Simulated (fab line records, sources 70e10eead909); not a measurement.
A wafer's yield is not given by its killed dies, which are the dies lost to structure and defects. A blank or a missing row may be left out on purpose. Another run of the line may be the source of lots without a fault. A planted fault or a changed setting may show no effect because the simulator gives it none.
fab line records	flow nandHarc
[record] lots = 5	wafers = 15	lastDay = 31
route steps=1302 shown P_GATE@126 END@1302
lots untouched by any fault: they come from a run of this same line in which no faults occurred
startH: start of the lot's first displayed wafer, in hours after the record's first day	waitH: hours elapsed since this lot's preceding step	" identical to the entry in the row above	L1.1+2: a row that stands for several wafers	- either no value or no given start	* or withheld: withheld	< > ~ a bound
route shown NAME@n: names a module that has steps shown in the file, with the first one's number in the route	usual: average and standard deviation across the fault-free wafers	same: alike in all rows	chamber/n: place in a boat	sites: the reading at each site	_std_site: the standard deviation of these	_edge_site: the outer-site mean with the inner-site mean subtracted	radiusMm: how far each site lies from the wafer's centre	mask NAME#n: copy n	behind: the most recent tool/chamber to have shaped the wafer	hold: why the lot was held/for how many hours/how that ended	device: which transistor (n, p or np) failed to switch	end of line: tests run on the same wafers once the route is complete	a step with no rows: only its recipe	killed: dies that structure and defects cost at the first sort, which is not the same as the wafer's yield	map: a wafer's dies, x killed, . not, _ none there
set.NAME: the run value of the setting; set.NAME@STEP: its run value at that earlier step	model.NAME: the simulator's own value behind a step, which no gauge read
lots at some steps of the route; a table a step, a row a wafer
services: from which hour (startH, from the record's first day; less than 0 if before it) a tool's chamber was out of use, for how many hours, and why
[[steps]]
[step NHARC_P_GATE_STRIP_15]
[recipe] timeS = 780	tempC = 130	chemistry = SPM
[step NHARC_P_GATE_PRECLEAN_71]
[recipe] timeS = *	tempC = 50	bathAgeMin = 0	chemistry = SC1
[step NHARC_P_GATE_SRD_72]
[step NHARC_P_GATE_OXIDE_16]
[recipe] targetThkA = 30	tempC = 875	oxTimeS = 392	material = SiO2
[step NHARC_P_GATE_CVD_17]
[recipe] targetThkA = 1500	tempC = 620	timeS = 900	material = poly-Si
[step NHARC_P_GATE_HM_DEP_102]
[recipe] targetThkA = 1200	tempC = 400	material = aC
[usual] throttleValvePct = 35.000/0.0085
lot.wafer	tool	chamber	startH	waitH	throttleValvePct
L164.1	aclDep-01	0	111.95	1.8	35.006
L164.3	"	0	"	"	34.989
L164.6	"	0	"	"	35.003
L169.2	aclDep-01	0	171.12	2.2	35.008
L169.5	"	0	"	"	35.002
L169.6	"	0	"	"	34.999
L179.1	aclDep-03	0	271.62	0.4	35.000
L179.2	"	0	"	"	35.000
L179.5	"	0	"	"	35.006
L180.1	aclDep-03	0	272.27	1.0	34.994
L180.3	"	0	"	"	35.011
L180.5	"	0	"	"	34.992
L181.1	aclDep-02	0	281.82	0.4	35.007
L181.3	"	0	"	"	35.000
L181.4	"	0	"	"	34.999
[step NHARC_P_GATE_DEP_103]
[recipe] targetThkA = 300	targetThkNm = 30	tempC = 400	flowSccm = 200	rfW = 350	material = SiON
[usual] heaterPowerW = 770/110
lot.wafer	tool	chamber	startH	waitH	heaterPowerW
L164.1	pecvd-03	1	112.64	0.6	818
L164.3	"	2	"	"	864
L164.6	"	2	"	"	907
L169.2	pecvd-02	2	171.67	0.4	752
L169.6	"	2	"	"	753
L169.5	"	0	"	"	664
L179.1	pecvd-02	2	272.32	0.6	714
L179.2	"	0	"	"	677
L179.5	"	1	"	"	586
L180.3	pecvd-03	0	272.95	0.4	823
L180.1	"	1	"	"	801
L180.5	"	1	"	"	780
L181.3	pecvd-02	0	282.49	0.3	696
L181.1	"	1	"	"	673
L181.4	"	0	"	"	681
[step NHARC_P_GATE_DEHYDRATE_18]
[recipe] tempC = 150	timeS = 120
[step NHARC_P_GATE_HMDS_19]
[recipe] timeS = 30
[step NHARC_P_GATE_COAT_20]
[recipe] spinRpm = 1500	resistThkNm = 90
[step NHARC_P_GATE_SOFTBAKE_21]
[recipe] tempC = 105	timeS = 55
[step NHARC_P_GATE_EBR_22]
[step NHARC_P_GATE_EXPOSE_23]
[recipe] na = 1.35	targetCdNm = 120	doseMj = 93.91	maskId = P_GATE
lot.wafer	tool	chamber	startH	waitH	mask
L164.1+3+6	arfiScanner-01	0	113.17	-	P_GATE#0
L169.2+5+6	arfiScanner-01	0	172.28	-	P_GATE_R1#0
L179.1+2+5	arfiScanner-03	0	272.70	-	P_GATE#0
L180.1+3+5	arfiScanner-01	0	273.46	-	P_GATE#0
L181.1+3+4	arfiScanner-01	0	282.90	-	P_GATE#0
[step NHARC_P_GATE_PEB_24]
[recipe] pebTempC = 100	pebTimeS = 65
[step NHARC_P_GATE_DEVELOP_25]
[recipe] developTimeS = 35	devTempC = 23
[step NHARC_P_GATE_CD_MEAS_26]
[recipe] targetCdNm = 120	landingEnergyEv = 500
[usual] cdNm = 120.1/0.52
lot.wafer	tool	chamber	startH	waitH	hold	cdNm
L164.1	cdSem-02	0	113.31	-	-	119.5
L164.3	"	0	"	"	-	119.3
L164.6	"	0	"	"	-	119.4
L169.2	cdSem-01	0	172.42	-	awaitDispo/0.2h/release	111.6
L169.5	"	0	"	"	awaitDispo/0.2h/release	111.3
L169.6	"	0	"	"	awaitDispo/0.2h/release	110.8
L169.2	cdSem-01	0	-	-	-	111.5
L169.5	"	0	"	"	-	110.6
L169.6	"	0	"	"	-	110.3
L179.1	cdSem-03	0	272.84	-	-	120.2
L179.2	"	0	"	"	-	120.7
L179.5	"	0	"	"	-	120.0
L180.1	cdSem-03	0	273.60	-	-	120.7
L180.3	"	0	"	"	-	120.7
L180.5	"	0	"	"	-	119.9
L181.1	cdSem-03	0	283.04	-	-	121.2
L181.3	"	0	"	"	-	120.7
L181.4	"	0	"	"	-	120.9
[step NHARC_P_GATE_OVL_MEAS_27]
[usual] overlayXNm = 0.2/0.94	overlayYNm = 0.0/0.76
lot.wafer	tool	chamber	startH	waitH	hold	overlayXNm	overlayYNm
L164.1	overlay-01	-	113.40	-	-	0.6	0.2
L164.3	"	-	"	"	-	0.6	0.5
L164.6	"	-	"	"	-	0.8	0.8
L169.2	overlay-02	-	179.03	-	awaitDispo/6.3h/release	-0.7	-0.4
L169.5	"	-	"	"	awaitDispo/6.3h/release	-0.5	-0.8
L169.6	"	-	"	"	awaitDispo/6.3h/release	-0.5	-0.5
L179.1	overlay-01	-	272.93	-	-	1.4	-0.2
L179.2	"	-	"	"	-	1.0	-0.1
L179.5	"	-	"	"	-	1.0	-0.1
L180.1	overlay-02	-	273.68	-	-	-0.5	0.5
L180.3	"	-	"	"	-	-0.3	0.5
L180.5	"	-	"	"	-	0.1	0.6
L181.1	overlay-01	-	283.13	-	-	0.6	-1.0
L181.3	"	-	"	"	-	1.3	-0.9
L181.4	"	-	"	"	-	1.3	-0.9
[step NHARC_P_GATE_INSPECT_28]
[usual] rawDefectCount = 6/3.1
lot.wafer	tool	chamber	startH	waitH	rawDefectCount
L164.1	defectInspect-02	-	113.44	0.0	10
L164.3	"	-	"	"	5
L164.6	"	-	"	"	5
L169.2	defectInspect-01	-	179.07	0.0	2
L169.5	"	-	"	"	5
L169.6	"	-	"	"	6
L179.1	defectInspect-02	-	272.97	0.0	6
L179.2	"	-	"	"	17
L179.5	"	-	"	"	9
L180.1	defectInspect-01	-	273.72	0.0	11
L180.3	"	-	"	"	13
L180.5	"	-	"	"	7
L181.1	defectInspect-02	-	283.17	0.0	2
L181.3	"	-	"	"	1
L181.4	"	-	"	"	2
[step NHARC_P_GATE_DESCUM_31]
[recipe] timeS = 3	o2FlowSccm = 200	arFlowSccm = 0	biasPowerW = 0	chemistry = O2
[usual] drypumpMotorCurrentA = 5.8/0.49	oesProductAu = 0.999/0.0086	rfVppV = 57.8/0.87	showerheadPlenumPTorr = 1.92/0.093	throttleValvePct = 11.312/0.0094
[same] timeS = 3
lot.wafer	tool	chamber	startH	waitH	drypumpMotorCurrentA	oesProductAu	rfHoursCounterH	rfVppV	showerheadPlenumPTorr	throttleValvePct	model.P_GATE.cdNm
L164.3	rieDiel-13	3	113.52	0.1	6.2	1.006	5.1	58.2	1.86	11.312	119.7
L164.1	"	0	"	"	5.9	1.001	7.5	58.3	1.98	11.309	120.1
L164.6	"	2	"	"	5.2	1.007	-	57.4	1.79	11.315	119.2
L169.2	rieDiel-03	2	179.13	0.1	6.6	0.995	3.1	59.7	2.03	11.311	112
L169.5	"	2	"	"	6.6	1.007	-	59.7	2.02	11.323	111.4
L169.6	"	3	"	"	5.5	0.992	-	58.2	1.79	11.297	111.3
L179.2	rieDiel-13	0	273.04	0.1	5.9	0.980	6.1	58.3	1.97	11.316	121.4
L179.1	"	2	"	"	5.2	1.003	6.4	57.0	1.79	11.315	120.6
L179.5	"	0	"	"	5.9	0.991	-	57.3	1.97	11.310	121.3
L180.1	rieDiel-02	3	273.79	0.1	5.4	0.998	1.2	57.7	1.80	11.318	120.7
L180.3	"	1	"	"	6.0	1.012	1.0	58.3	2.05	11.300	120.8
L180.5	"	2	"	"	5.8	0.986	-	58.0	1.88	11.317	120.2
L181.3	rieDiel-02	0	283.23	0.1	6.3	0.988	1.4	58.1	1.97	11.317	120.6
L181.1	"	1	"	"	6.0	0.998	1.1	59.6	2.05	11.316	120.9
L181.4	"	3	"	"	5.4	0.987	1.3	57.1	1.80	11.302	120.4
[step NHARC_P_GATE_ETCH_104]
[recipe] targetDepthA = 600	timeS = withheld	cf4FlowSccm = 100	chf3FlowSccm = 30	arFlowSccm = 0	rfW = 500	biasW = 200	chemistry = CF4/CHF3
[usual] biasW = 200.0/0.59	drypumpMotorCurrentA = 5.8/0.49	oesProductAu = 0.952/0.022	rfVppV = 370.6/2.6	showerheadPlenumPTorr = 1.58/0.07	throttleValvePct = 16.804/0.0089
lot.wafer	tool	chamber	startH	waitH	biasW	drypumpMotorCurrentA	oesProductAu	rfVppV	showerheadPlenumPTorr	throttleValvePct
L164.3	rieDiel-13	2	113.59	0.1	199.8	5.2	0.917	368.4	1.48	16.804
L164.1	"	0	"	"	200.3	5.9	0.937	371.6	1.62	16.791
L164.6	"	1	"	"	200.2	6.1	0.967	369.8	1.59	16.817
L169.2	rieDiel-03	3	179.22	0.1	200.0	5.5	0.927	365.9	1.47	16.803
L169.6	"	1	"	"	199.9	4.7	0.918	374.2	1.65	16.796
L169.5	"	2	"	"	200.8	6.6	0.928	373.2	1.66	16.787
L179.1	rieDiel-13	3	273.11	0.1	199.0	6.2	0.929	370.3	1.53	16.802
L179.2	"	2	"	"	200.3	5.2	0.929	366.6	1.48	16.806
L179.5	"	0	"	"	200.0	5.9	0.929	373.7	1.62	16.803
L180.3	rieDiel-02	1	273.87	0.1	200.8	6.0	0.930	375.0	1.68	16.797
L180.1	"	2	"	"	199.8	5.8	0.929	369.5	1.55	16.789
L180.5	"	2	"	"	200.6	5.7	0.927	371.2	1.55	16.810
L181.3	rieDiel-02	2	283.31	0.1	199.5	5.7	0.964	368.8	1.55	16.810
L181.4	"	0	"	"	200.2	6.3	0.961	371.6	1.62	16.798
L181.1	"	1	"	"	200.0	6.0	0.958	373.8	1.68	16.788
[step NHARC_P_GATE_HM_OPEN_105]
[recipe] targetDepthA = 3600	o2FlowSccm = 400	cosFlowSccm = 20	arFlowSccm = 0	rfW = 500	biasW = 300	chemistry = O2/COS
[usual] biasW = 299.9/0.96	drypumpMotorCurrentA = 5.8/0.49	oesProductAu = 0.998/0.0061	rfVppV = 467/3.3	showerheadPlenumPTorr = 3.13/0.14	throttleValvePct = 28.330/0.0079
lot.wafer	tool	chamber	startH	waitH	biasW	drypumpMotorCurrentA	oesProductAu	rfHoursCounterH	rfVppV	showerheadPlenumPTorr	throttleValvePct
L164.1	rieDiel-13	2	-	-	298.3	5.2	0.997	5.5	463	2.93	28.326
L164.3	"	3	"	"	299.7	6.2	0.996	5.1	466	3.03	28.327
L164.6	"	2	"	"	298.6	5.2	0.999	-	463	2.93	28.326
L169.2	rieDiel-03	3	-	-	299.7	5.6	1.000	3.0	464	2.92	28.334
L169.5	"	3	"	"	298.9	5.6	1.001	-	463	2.92	28.333
L169.6	"	0	"	"	300.9	5.7	1.009	-	468	3.17	28.331
L179.1	rieDiel-13	1	-	-	299.4	6.1	0.992	5.6	467	3.15	28.337
L179.2	"	3	"	"	299.0	6.2	1.005	6.8	466	3.03	28.337
L179.5	"	1	"	"	300.6	6.1	0.994	-	469	3.15	28.323
L180.3	rieDiel-02	3	-	-	299.3	5.4	1.001	1.2	463	2.95	28.335
L180.1	"	0	"	"	298.8	6.3	0.999	1.3	471	3.21	28.324
L180.5	"	2	"	"	300.3	5.8	0.996	-	466	3.08	28.334
L181.1	rieDiel-02	0	-	-	300.3	6.3	0.981	1.4	471	3.21	28.316
L181.3	"	1	"	"	298.9	6.0	0.995	1.2	472	3.33	28.321
L181.4	"	2	"	"	300.4	5.7	0.986	1.1	466	3.08	28.329
[step NHARC_P_GATE_STRIP_106]
[recipe] o2FlowSccm = 400	cosFlowSccm = 20	arFlowSccm = 0	biasW = 0	chemistry = O2/COS
[step NHARC_P_GATE_ETCH_114]
[recipe] targetDepthA = 300	overetchA = 30	timeS = 16.5	ionEnergyEv = 100	cf4FlowSccm = 80	o2FlowSccm = 20	arFlowSccm = 0	rfW = 300	biasW = 100	chemistry = CF4/O2
[step NHARC_P_GATE_ETCH_32]
[recipe] targetDepthA = 1500	overEtchFrac = 1	overEtchIonEnergyEv = 40	timeS = 100.1	hbrFlowSccm = 150	cl2FlowSccm = 50	rfW = 400	icpW = 400	biasW = 100	chemistry = HBr/Cl2
[usual] biasW = 100.01/0.28	drypumpMotorCurrentA = 5.8/0.34	oesProductAu = 1.002/0.0092	throttleValvePct = 26.406/0.0089
[same] timeS = 100.1
lot.wafer	tool	chamber	startH	waitH	biasW	drypumpMotorCurrentA	oesProductAu	rfHoursCounterH	throttleValvePct	model.P_GATE.cdNm
L164.3	rieSi-05	1	113.96	-	100.60	6.6	0.999	1.2	26.400	121.1
L164.1	"	2	"	"	100.27	5.3	0.998	1.0	26.393	119.6
L164.6	"	1	"	"	100.22	6.7	1.000	-	26.390	120.4
L169.2	rieSi-02	0	179.59	-	100.01	6.1	0.996	0.3	26.425	112.2
L169.5	"	0	"	"	99.52	6.1	0.995	-	26.414	112.1
L169.6	"	1	"	"	99.69	5.7	1.003	-	26.396	110.5
L179.2	rieSi-02	3	273.51	-	99.95	6.4	1.007	0.8	26.420	118.2
L179.1	"	0	"	"	100.16	6.1	0.988	0.9	26.386	119.8
L179.5	"	2	"	"	100.03	5.9	1.012	-	26.406	120.2
L180.3	rieSi-05	1	274.25	-	100.02	6.6	1.001	0.8	26.401	122.1
L180.1	"	0	"	"	99.96	5.7	1.009	0.8	26.417	124.3
L180.5	"	2	"	"	100.54	5.3	1.017	-	26.405	120.7
L181.1	rieSi-04	0	283.71	-	100.40	6.1	0.987	0.6	26.415	123.2
L181.4	"	1	"	"	99.82	5.6	1.004	0.7	26.419	120.6
L181.3	"	2	"	"	100.06	5.8	1.007	0.7	26.404	119.5
[step NHARC_P_GATE_STRIP_108]
[recipe] o2FlowSccm = 500	arFlowSccm = 0	biasW = 0	chemistry = O2
[usual] drypumpMotorCurrentA = 5.8/0.51	oesProductAu = 0.999/0.0067	rfVppV = 57.8/0.92	showerheadPlenumPTorr = 3.53/0.16	throttleValvePct = 17.037/0.0089
[same] biasW = 0
lot.wafer	tool	chamber	startH	waitH	drypumpMotorCurrentA	oesProductAu	rfHoursCounterH	rfVppV	showerheadPlenumPTorr	throttleValvePct
L164.1	rieDiel-03	3	114.13	-	5.6	0.994	0.1	55.9	3.31	17.041
L164.3	"	0	"	"	5.8	1.002	0.1	55.8	3.58	17.031
L164.6	"	2	"	"	6.7	0.992	-	58.7	3.72	17.037
L169.2	rieDiel-03	3	179.77	-	5.6	1.009	3.1	56.8	3.31	17.026
L169.5	"	1	"	"	4.7	1.003	-	57.3	3.69	17.036
L169.6	"	0	"	"	5.8	0.995	-	58.7	3.58	17.051
L179.1	rieDiel-03	0	273.65	-	5.8	0.996	10.4	57.6	3.58	17.025
L179.2	"	1	"	"	4.7	1.007	9.2	58.0	3.69	17.036
L179.5	"	1	"	"	4.7	1.009	-	57.6	3.68	17.039
L180.3	rieDiel-13	2	274.40	-	5.2	1.007	6.4	56.8	3.31	17.035
L180.1	"	0	"	"	5.9	0.991	6.2	56.0	3.63	17.050
L180.5	"	2	"	"	5.2	0.998	-	57.6	3.31	17.043
L181.3	rieDiel-02	2	283.85	-	5.8	1.003	1.1	57.4	3.48	17.041
L181.4	"	3	"	"	5.4	1.006	1.4	58.0	3.33	17.029
L181.1	"	1	"	"	6.0	1.005	1.2	59.3	3.76	17.023
[step NHARC_END_SORT_01]
[recipe] tempC = 25
[usual] killedAtArray = 52/19	killedAtOther = 0.8/1	killedAtPeriphery = 3.7/2.5	killedDies = 56/19	killedOpen = 3.5/2	killedShort = 2.2/1.4
[same] grossDies = 677
lot.wafer	tool	chamber	startH	waitH	killedAtArray	killedAtOther	killedAtPeriphery	killedDies	killedOpen	killedShort
L169.2	prober-01	0	652.44	2.8	60	1	5	66	6	3
L169.5	prober-01	0	654.85	3.7	76	0	1	77	6	3
L169.6	prober-01	0	655.66	4.0	51	1	2	54	3	0
L181.1	prober-01	0	740.22	2.5	55	0	4	59	4	1
L181.3	prober-01	0	741.82	3.1	65	1	6	72	4	2
L181.4	prober-01	0	742.62	3.4	67	0	4	71	2	1
L179.1	prober-02	0	740.22	2.5	54	2	4	60	1	2
L179.2	prober-02	0	741.03	2.8	45	4	7	56	0	0
L179.5	prober-02	0	743.44	3.7	60	0	3	63	1	4
L180.1	prober-01	0	748.02	2.5	71	3	5	79	6	1
L180.3	prober-01	0	749.63	3.1	91	0	4	95	4	6
L180.5	prober-01	0	751.23	3.7	59	1	3	63	2	2
// killed by level:class
L169.2 A_SLIT:chamberFilmFlake=27 A_CHANNEL_HOLE_D2:chamberFilmFlake=14 A_CONTACT:chamberFilmFlake=6 A_ZERO_WELL:chamberFilmFlake=4 A_CHANNEL_HOLE_D1:chamberFilmFlake=3 A_M1:geometricParticle:open=2 P_CONTACT:geometricParticle:open=1 P_M0:geometricParticle:open=1
L169.5 A_CHANNEL_HOLE_D2:chamberFilmFlake=28 A_SLIT:chamberFilmFlake=24 A_CHANNEL_HOLE_D1:chamberFilmFlake=5 A_CONTACT:chamberFilmFlake=4 A_ZERO_WELL:chamberFilmFlake=3 A_SOURCE_PLATE:geometricParticle:open=1 A_CHANNEL_FILL_D1:geometricParticle:open=1 A_CHANNEL_FILL_D1:geometricParticle:short=1
L169.6 A_SLIT:chamberFilmFlake=27 A_CHANNEL_HOLE_D2:chamberFilmFlake=12 A_CHANNEL_HOLE_D1:chamberFilmFlake=5 A_CONTACT:chamberFilmFlake=3 A_ZERO_WELL:chamberFilmFlake=2 P_M1:geometricParticle:open=1 A_CONTACT:geometricParticle:open=1 A_M0:geometricParticle:open=1
L181.1 A_SLIT:chamberFilmFlake=34 A_CHANNEL_HOLE_D1:chamberFilmFlake=11 A_CONTACT:chamberFilmFlake=3 A_CHANNEL_FILL_D2:chamberFilmFlake=2 A_WL_FILL:chamberFilmFlake=2 P_GATE:geometricParticle:open=1 P_CONTACT:geometricParticle:open=1 P_M0:geometricParticle:open=1
L179.1 A_CHANNEL_HOLE_D2:chamberFilmFlake=31 A_SLIT:chamberFilmFlake=7 A_CHANNEL_HOLE_D1:chamberFilmFlake=4 A_DECK1_JOINT:chamberFilmFlake=3 A_CONTACT:chamberFilmFlake=3 P_CONTACT:chamberFilmFlake=2 A_CHANNEL_FILL_D1:chamberFilmFlake=2 THIN_TSV:chamberFilmFlake=2
L179.2 A_CHANNEL_HOLE_D2:chamberFilmFlake=19 A_CHANNEL_HOLE_D1:chamberFilmFlake=12 A_CONTACT:chamberFilmFlake=5 P_STI:chamberFilmFlake=4 THIN_TSV:chamberFilmFlake=4 A_CHANNEL_FILL_D1:chamberFilmFlake=2 A_DECK1_JOINT:chamberFilmFlake=2 A_SLIT:chamberFilmFlake=2
L181.3 A_SLIT:chamberFilmFlake=34 A_CHANNEL_HOLE_D1:chamberFilmFlake=14 A_CONTACT:chamberFilmFlake=5 A_STAIRCASE:chamberFilmFlake=4 P_GATE:chamberFilmFlake=3 P_CONTACT:chamberFilmFlake=2 P_GATE:geometricParticle:open=1 A_ONON_D1:geometricParticle:short=1
L181.4 A_SLIT:chamberFilmFlake=29 A_CHANNEL_HOLE_D1:chamberFilmFlake=25 A_CONTACT:chamberFilmFlake=4 P_GATE:chamberFilmFlake=3 A_DECK1_JOINT:chamberFilmFlake=2 A_WL_FILL:chamberFilmFlake=2 A_ONON_D1:geometricParticle:short=1 A_CONTACT:geometricParticle:open=1
L179.5 A_CHANNEL_HOLE_D2:chamberFilmFlake=29 A_CHANNEL_HOLE_D1:chamberFilmFlake=8 A_CONTACT:chamberFilmFlake=7 A_SLIT:chamberFilmFlake=4 A_ZERO_WELL:chamberFilmFlake=3 P_ZERO_WELL:chamberFilmFlake=2 A_ONON_D1:geometricParticle:short=1 A_DECK1_JOINT:geometricParticle:short=1
L180.1 A_SLIT:chamberFilmFlake=42 A_CHANNEL_HOLE_D1:chamberFilmFlake=14 A_CHANNEL_HOLE_D2:chamberFilmFlake=4 A_STAIRCASE:chamberFilmFlake=4 P_CONTACT:geometricParticle:open=3 A_CONTACT:chamberFilmFlake=3 THIN_TSV:chamberFilmFlake=2 P_M0:geometricParticle:open=1
L180.3 A_SLIT:chamberFilmFlake=36 A_CHANNEL_HOLE_D1:chamberFilmFlake=35 A_CONTACT:chamberFilmFlake=6 A_ONON_D2:geometricParticle:short=2 A_WL_FILL:geometricParticle:short=2 P_ZERO_WELL:chamberFilmFlake=2 A_ONON_D1:geometricParticle:open=1 A_CHANNEL_HOLE_D1:geometricParticle:open=1
L180.5 A_SLIT:chamberFilmFlake=31 A_CHANNEL_HOLE_D1:chamberFilmFlake=13 A_CONTACT:chamberFilmFlake=4 A_CHANNEL_HOLE_D2:chamberFilmFlake=3 P_ZERO_WELL:chamberFilmFlake=2 P_CONTACT:geometricParticle:open=1 A_SOURCE_PLATE:geometricParticle:open=1 A_WL_FILL:geometricParticle:short=1
[[services]]
tool	chamber	startH	hours	kind
rieDiel-02	2	89.96	4.9	repair
rieDiel-02	-	92.27	0.2	repair
pecvd-03	-	92.83	1.1	repair
pecvd-03	1	94.53	5.8	repair
aclDep-03	-	96.42	0.8	repair
rieSi-02	-	100.00	9.0	pm
rieDiel-03	-	104.30	9.0	pm
aclDep-03	-	118.37	13.0	pm
rieDiel-03	0	123.61	8.6	repair
rieSi-05	-	128.00	9.0	pm
pecvd-02	-	128.49	1.2	repair
pecvd-03	-	146.65	1.3	repair
arfiScanner-01	-	164.31	0.5	repair
rieDiel-13	-	165.00	9.0	pm
rieDiel-02	-	166.78	1.2	repair
pecvd-03	-	185.13	13.0	pm
rieDiel-13	3	203.33	7.7	repair
rieDiel-02	-	205.43	1.9	repair
rieDiel-03	2	212.08	4.4	repair
rieDiel-02	-	216.70	9.0	pm
pecvd-02	-	227.19	13.0	pm
arfiScanner-01	-	252.00	4.0	pm
rieDiel-03	1	256.33	16.6	repair
rieDiel-03	-	281.30	9.0	pm
[[key]]
[firstSign] step = NHARC_P_GATE_EXPOSE_23	reading = mask	direction = changed
[effect] step = NHARC_P_GATE_CD_MEAS_26	reading = visit	direction = added
[effect] step = NHARC_P_GATE_CD_MEAS_26	reading = cdNm	direction = down	sigmas = 17	usual = 120.1	struck = 111.2
[modelEffect] step = NHARC_P_GATE_DESCUM_31	value = P_GATE.cdNm	without = 119.9	struck = 111.6
[modelEffect] step = NHARC_P_GATE_ETCH_32	value = P_GATE.cdNm	without = 120.2	struck = 111.6
metAt NHARC_P_GATE_EXPOSE_23
struckWafers L169.2,L169.5,L169.6
testerLeftOut L169
onsetBetween 113.17 172.28
[fault] kind = wrongMask	tool = any	chamber = -	onsetH = 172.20	steps = NHARC_P_GATE_EXPOSE_23	auxCopy = P_GATE_R1#0	cdOffsetNm = -8.3716	scope = struckLotsOnly
// testerLeftOut: of these lots the tester's yield and bins aren't shown, on N5 and GAA mostly nor the transistor test; their killed dies are dies lost to structure and defects alone, not to doping, threshold or leakage, so they don't give the yield
